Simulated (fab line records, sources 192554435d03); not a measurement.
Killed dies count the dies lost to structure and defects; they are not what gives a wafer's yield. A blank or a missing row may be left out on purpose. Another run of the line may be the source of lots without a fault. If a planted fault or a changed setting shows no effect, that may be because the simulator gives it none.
The tool behind it: which one? / flow n5 finfet / Sampling: 24 lots, 72 wafers, 3 of 1938 route steps

## WHAT THE GAUGES SHOWED, per wafer
N5_BEOL_M7_CD_MEAS_11: the cd target is 38.5 nm. Usual: cd nm reads 38.7 nm (standard deviation 0.51).
lot=L074; measured=day 9 11:49; on=cd sem-02; cd nm (nm)=38.0 38.4 38.6; flag=
lot=L075; measured=day 9 17:53; on=cd sem-01; cd nm (nm)=37.4 37.9 37.9; flag=
lot=L077; measured=day 9 19:16; on=cd sem-03; cd nm (nm)=39.1 39.3 38.8; flag=
lot=L076; measured=day 9 19:51; on=cd sem-02; cd nm (nm)=39.3 38.1 38.9; flag=
lot=L078; measured=day 10 21:17; on=cd sem-02; cd nm (nm)=38.1 38.4 38.7; flag=
lot=L079; measured=day 10 21:25; on=cd sem-02; cd nm (nm)=39.1 39.3 38.6; flag=
lot=L080; measured=day 11 04:52; on=cd sem-01; cd nm (nm)=38.9 39.5 39.3; flag=
lot=L081; measured=day 11 05:43; on=cd sem-01; cd nm (nm)=39.5 38.2 39.4; flag=
lot=L082; measured=day 11 09:58; on=cd sem-02; cd nm (nm)=39.3 38.8 38.5; flag=
lot=L085; measured=day 11 23:23; on=cd sem-03; cd nm (nm)=39.1 38.7 38.9; flag=
lot=L083; measured=day 12 02:33; on=cd sem-02; cd nm (nm)=38.7 37.8 38.4; flag=
lot=L087; measured=day 12 05:54; on=cd sem-01; cd nm (nm)=38.6 38.7 38.8; flag=
lot=L084; measured=day 12 06:04; on=cd sem-03; cd nm (nm)=37.9 38.1 39.3; flag=
lot=L086; measured=day 12 10:14; on=cd sem-01; cd nm (nm)=38.9 37.9 38.1; flag=
lot=L088; measured=day 12 14:33; on=cd sem-03; cd nm (nm)=37.2 37.3 38.8; flag=
lot=L089; measured=day 12 21:41; on=cd sem-01; cd nm (nm)=38.4 38.1 38.3; flag=
lot=L090; measured=day 13 15:14; on=cd sem-03; cd nm (nm)=39.2 38.7 39.5; flag=
lot=L091; measured=day 13 22:41; on=cd sem-01; cd nm (nm)=39.0 40.0 38.9; flag=
lot=L092; measured=day 13 23:06; on=cd sem-02; cd nm (nm)=38.4 39.0 38.8; flag=
lot=L093; measured=day 14 06:34; on=cd sem-03; cd nm (nm)=39.2 38.9 39.0; flag=
lot=L094; measured=day 14 17:20; on=cd sem-01; cd nm (nm)=38.8 39.1 38.7; flag=
lot=L097; measured=day 14 23:19; on=cd sem-01; cd nm (nm)=38.4 38.5 38.9; flag=
lot=L096; measured=day 15 03:44; on=cd sem-02; cd nm (nm)=38.6 39.1 39.6; flag=
lot=L095; measured=day 15 03:56; on=cd sem-02; cd nm (nm)=38.8 39.2 39.0; flag=

N5_BEOL_M7_CD_MEAS_18: pitch 80 nm, target cd 40 nm. Usual: cd nm reads 40.1 nm (standard deviation 0.63).
lot=L074; measured=day 9 12:28; on=cd sem-03; cd nm (nm)=39.0 39.8 40.3; flag=
lot=L075; measured=day 9 18:26; on=cd sem-01; cd nm (nm)=39.6 39.3 39.5; flag=
lot=L077; measured=day 9 20:04; on=cd sem-03; cd nm (nm)=39.8 40.8 40.3; flag=
lot=L076; measured=day 9 20:24; on=cd sem-03; cd nm (nm)=40.5 39.2 40.5; flag=
lot=L078; measured=day 10 22:16; on=cd sem-01; cd nm (nm)=40.3 39.9 39.4; flag=
lot=L079; measured=day 10 22:27; on=cd sem-02; cd nm (nm)=39.9 40.2 40.1; flag=
lot=L080; measured=day 11 05:25; on=cd sem-01; cd nm (nm)=39.6 40.0 39.8; flag=
lot=L081; measured=day 11 06:16; on=cd sem-01; cd nm (nm)=41.2 40.4 40.3; flag=
lot=L082; measured=day 11 10:31; on=cd sem-03; cd nm (nm)=40.5 40.4 39.8; flag=
lot=L085; measured=day 11 23:56; on=cd sem-03; cd nm (nm)=41.1 40.2 40.7; flag=
lot=L083; measured=day 12 03:11; on=cd sem-03; cd nm (nm)=40.0 39.1 39.0; flag=
lot=L087; measured=day 12 06:38; on=cd sem-03; cd nm (nm)=40.1 39.8 40.2; flag=
lot=L084; measured=day 12 06:40; on=cd sem-03; cd nm (nm)=39.2 39.7 40.5; flag=
lot=L086; measured=day 12 10:51; on=cd sem-02; cd nm (nm)=40.2 39.4 38.6; flag=
lot=L088; measured=day 12 15:14; on=cd sem-01; cd nm (nm)=38.7 38.5 40.0; flag=
lot=L089; measured=day 12 22:14; on=cd sem-02; cd nm (nm)=40.2 40.2 39.7; flag=
lot=L090; measured=day 13 16:56; on=cd sem-01; cd nm (nm)=40.9 39.8 40.6; flag=
lot=L091; measured=day 13 23:35; on=cd sem-02; cd nm (nm)=40.0 41.2 41.3; flag=
lot=L092; measured=day 14 00:08; on=cd sem-02; cd nm (nm)=39.4 39.8 39.6; flag=
lot=L093; measured=day 14 07:23; on=cd sem-02; cd nm (nm)=40.7 39.9 40.3; flag=
lot=L094; measured=day 14 17:53; on=cd sem-01; cd nm (nm)=40.0 39.7 40.2; flag=
lot=L097; measured=day 15 00:02; on=cd sem-01; cd nm (nm)=39.9 40.5 40.7; flag=
lot=L096; measured=day 15 04:31; on=cd sem-03; cd nm (nm)=40.6 41.1 41.0; flag=
lot=L095; measured=day 15 04:45; on=cd sem-02; cd nm (nm)=40.8 40.6 41.2; flag=

## WHAT TOOL EACH LOT RAN ON (gives the tool, then ch and the chambers of the sampled wafers, and finally the start)
lot=L074; N5_BEOL_M7_ETCH_62=rie diel-05 ch 1,2,3, day 9 11:59
lot=L075; N5_BEOL_M7_ETCH_62=rie diel-01 ch 0,2,3, day 9 18:04
lot=L077; N5_BEOL_M7_ETCH_62=rie diel-05 ch 1,3, day 9 19:41
lot=L076; N5_BEOL_M7_ETCH_62=rie diel-05 ch 0,2,3, day 9 20:02
lot=L078; N5_BEOL_M7_ETCH_62=rie diel-04 ch 0,2,3, day 10 21:54
lot=L079; N5_BEOL_M7_ETCH_62=rie diel-05 ch 0,2, day 10 22:05
lot=L080; N5_BEOL_M7_ETCH_62=rie diel-04 ch 0,1, day 11 05:03
lot=L081; N5_BEOL_M7_ETCH_62=rie diel-05 ch 1,2,3, day 11 05:53
lot=L082; N5_BEOL_M7_ETCH_62=rie diel-05 ch 0,1,2, day 11 10:09
lot=L085; N5_BEOL_M7_ETCH_62=rie diel-04 ch 0,2, day 11 23:34
lot=L083; N5_BEOL_M7_ETCH_62=rie diel-01 ch 0,1,3, day 12 02:44
lot=L087; N5_BEOL_M7_ETCH_62=rie diel-04 ch 0,1,2, day 12 06:04
lot=L084; N5_BEOL_M7_ETCH_62=rie diel-05 ch 1,2,3, day 12 06:15
lot=L086; N5_BEOL_M7_ETCH_62=rie diel-01 ch 1,3, day 12 10:25
lot=L088; N5_BEOL_M7_ETCH_62=rie diel-04 ch 0,3, day 12 14:44
lot=L089; N5_BEOL_M7_ETCH_62=rie diel-05 ch 0,1, day 12 21:52
lot=L090; N5_BEOL_M7_ETCH_62=rie diel-01 ch 0,1, day 13 16:25
lot=L091; N5_BEOL_M7_ETCH_62=rie diel-04 ch 0,2,3, day 13 23:09
lot=L092; N5_BEOL_M7_ETCH_62=rie diel-01 ch 1,2,3, day 13 23:40
lot=L093; N5_BEOL_M7_ETCH_62=rie diel-04 ch 0,2,3, day 14 06:56
lot=L094; N5_BEOL_M7_ETCH_62=rie diel-01 ch 0,1,2, day 14 17:31
lot=L097; N5_BEOL_M7_ETCH_62=rie diel-04 ch 1,2, day 14 23:39
lot=L096; N5_BEOL_M7_ETCH_62=rie diel-05 ch 0,3, day 15 04:07
lot=L095; N5_BEOL_M7_ETCH_62=rie diel-01 ch 0,2,3, day 15 04:17
- N5_BEOL_M7_ETCH_62: etches SOC in N2/H2, target depth 110 nm, overetch 22 nm, time 165 s.

## AS READ BY THE TOOLS THEMSELVES (means over the sampled wafers that have a number; for cases with no such wafer, the mark the record gives instead)
N5_BEOL_M7_ETCH_62. Usual: drypump motor current A 5.7 A, standard deviation 0.32; h2 flow sccm 200.0 sccm, standard deviation 0.55; oes product au 0.67 a.u., standard deviation 0.08; rf vpp V 524.1 V, standard deviation 2.1; showerhead plenum p Torr 2.55 Torr, standard deviation 0.07; throttle valve pct 17.73 %, standard deviation 0.16.
lot=L074; tool=rie diel-05; drypump motor current A (A)=5.6; h2 flow sccm (sccm)=200.6; oes product au (a.u.)=0.61; rf vpp V (V)=523.5; showerhead plenum p Torr (Torr)=2.53; throttle valve pct (%)=17.76; flag=
lot=L075; tool=rie diel-01; drypump motor current A (A)=5.4; h2 flow sccm (sccm)=200.0; oes product au (a.u.)=0.63; rf vpp V (V)=523.4; showerhead plenum p Torr (Torr)=2.50; throttle valve pct (%)=17.90; flag=
lot=L077; tool=rie diel-05; drypump motor current A (A)=5.3; h2 flow sccm (sccm)=199.9; oes product au (a.u.)=0.62; rf vpp V (V)=523.6; showerhead plenum p Torr (Torr)=2.54; throttle valve pct (%)=17.69; flag=
lot=L076; tool=rie diel-05; drypump motor current A (A)=5.6; h2 flow sccm (sccm)=200.5; oes product au (a.u.)=0.65; rf vpp V (V)=525.3; showerhead plenum p Torr (Torr)=2.57; throttle valve pct (%)=17.80; flag=
lot=L078; tool=rie diel-04; drypump motor current A (A)=5.9; h2 flow sccm (sccm)=200.2; oes product au (a.u.)=0.78; rf vpp V (V)=524.8; showerhead plenum p Torr (Torr)=2.57; throttle valve pct (%)=17.54; flag=
lot=L079; tool=rie diel-05; drypump motor current A (A)=5.7; h2 flow sccm (sccm)=199.8; oes product au (a.u.)=0.65; rf vpp V (V)=524.9; showerhead plenum p Torr (Torr)=2.57; throttle valve pct (%)=17.81; flag=
lot=L080; tool=rie diel-04; drypump motor current A (A)=6.1; h2 flow sccm (sccm)=200.4; oes product au (a.u.)=0.66; rf vpp V (V)=524.4; showerhead plenum p Torr (Torr)=2.61; throttle valve pct (%)=17.85; flag=
lot=L081; tool=rie diel-05; drypump motor current A (A)=5.6; h2 flow sccm (sccm)=199.7; oes product au (a.u.)=0.60; rf vpp V (V)=522.9; showerhead plenum p Torr (Torr)=2.52; throttle valve pct (%)=17.78; flag=
lot=L082; tool=rie diel-05; drypump motor current A (A)=5.5; h2 flow sccm (sccm)=200.0; oes product au (a.u.)=0.65; rf vpp V (V)=525.2; showerhead plenum p Torr (Torr)=2.58; throttle valve pct (%)=17.73; flag=
lot=L085; tool=rie diel-04; drypump motor current A (A)=5.8; h2 flow sccm (sccm)=200.5; oes product au (a.u.)=0.77; rf vpp V (V)=524.4; showerhead plenum p Torr (Torr)=2.57; throttle valve pct (%)=17.52; flag=
lot=L083; tool=rie diel-01; drypump motor current A (A)=5.5; h2 flow sccm (sccm)=200.0; oes product au (a.u.)=0.64; rf vpp V (V)=522.6; showerhead plenum p Torr (Torr)=2.50; throttle valve pct (%)=17.74; flag=
lot=L087; tool=rie diel-04; drypump motor current A (A)=6.0; h2 flow sccm (sccm)=199.7; oes product au (a.u.)=0.69; rf vpp V (V)=524.6; showerhead plenum p Torr (Torr)=2.56; throttle valve pct (%)=17.65; flag=
lot=L084; tool=rie diel-05; drypump motor current A (A)=5.6; h2 flow sccm (sccm)=200.0; oes product au (a.u.)=0.60; rf vpp V (V)=523.2; showerhead plenum p Torr (Torr)=2.52; throttle valve pct (%)=17.80; flag=
lot=L086; tool=rie diel-01; drypump motor current A (A)=5.6; h2 flow sccm (sccm)=200.1; oes product au (a.u.)=0.61; rf vpp V (V)=521.0; showerhead plenum p Torr (Torr)=2.46; throttle valve pct (%)=17.79; flag=
lot=L088; tool=rie diel-04; drypump motor current A (A)=5.8; h2 flow sccm (sccm)=200.3; oes product au (a.u.)=0.76; rf vpp V (V)=525.3; showerhead plenum p Torr (Torr)=2.60; throttle valve pct (%)=17.68; flag=
lot=L089; tool=rie diel-05; drypump motor current A (A)=5.3; h2 flow sccm (sccm)=199.9; oes product au (a.u.)=0.70; rf vpp V (V)=526.7; showerhead plenum p Torr (Torr)=2.65; throttle valve pct (%)=17.69; flag=
lot=L090; tool=rie diel-01; drypump motor current A (A)=5.4; h2 flow sccm (sccm)=200.1; oes product au (a.u.)=0.64; rf vpp V (V)=523.8; showerhead plenum p Torr (Torr)=2.53; throttle valve pct (%)=17.76; flag=
lot=L091; tool=rie diel-04; drypump motor current A (A)=5.9; h2 flow sccm (sccm)=199.7; oes product au (a.u.)=0.73; rf vpp V (V)=524.4; showerhead plenum p Torr (Torr)=2.56; throttle valve pct (%)=17.59; flag=
lot=L092; tool=rie diel-01; drypump motor current A (A)=5.5; h2 flow sccm (sccm)=200.2; oes product au (a.u.)=0.67; rf vpp V (V)=522.6; showerhead plenum p Torr (Torr)=2.48; throttle valve pct (%)=17.83; flag=
lot=L093; tool=rie diel-04; drypump motor current A (A)=5.9; h2 flow sccm (sccm)=200.1; oes product au (a.u.)=0.73; rf vpp V (V)=524.2; showerhead plenum p Torr (Torr)=2.56; throttle valve pct (%)=17.59; flag=
lot=L094; tool=rie diel-01; drypump motor current A (A)=5.4; h2 flow sccm (sccm)=200.2; oes product au (a.u.)=0.68; rf vpp V (V)=522.7; showerhead plenum p Torr (Torr)=2.52; throttle valve pct (%)=17.83; flag=
lot=L097; tool=rie diel-04; drypump motor current A (A)=6.2; h2 flow sccm (sccm)=200.2; oes product au (a.u.)=0.71; rf vpp V (V)=522.7; showerhead plenum p Torr (Torr)=2.51; throttle valve pct (%)=17.47; flag=
lot=L096; tool=rie diel-05; drypump motor current A (A)=5.5; h2 flow sccm (sccm)=200.0; oes product au (a.u.)=0.66; rf vpp V (V)=526.5; showerhead plenum p Torr (Torr)=2.63; throttle valve pct (%)=17.80; flag=
lot=L095; tool=rie diel-01; drypump motor current A (A)=5.5; h2 flow sccm (sccm)=199.9; oes product au (a.u.)=0.67; rf vpp V (V)=522.6; showerhead plenum p Torr (Torr)=2.48; throttle valve pct (%)=17.80; flag=

## THE ANSWER, worked out from the rows above alone
Rule: lot off if the mean of its wafers having a number is beyond 3 standard deviations from the usual mean. Also off: a lot with no number at a reading for which 4 or more lots have one. Any other lot the step has rows for is counted as sound. Order of review: gauges by route order, followed by the tools' own readings, for which a lot's mean as printed above is used. At the first step where some lot is off, the reading lying furthest off is the one used; lots without a number count as furthest.
Nothing can be told from this: no lot is off at any reading shown.

## WHAT THE SIMULATOR HAD PUT IN
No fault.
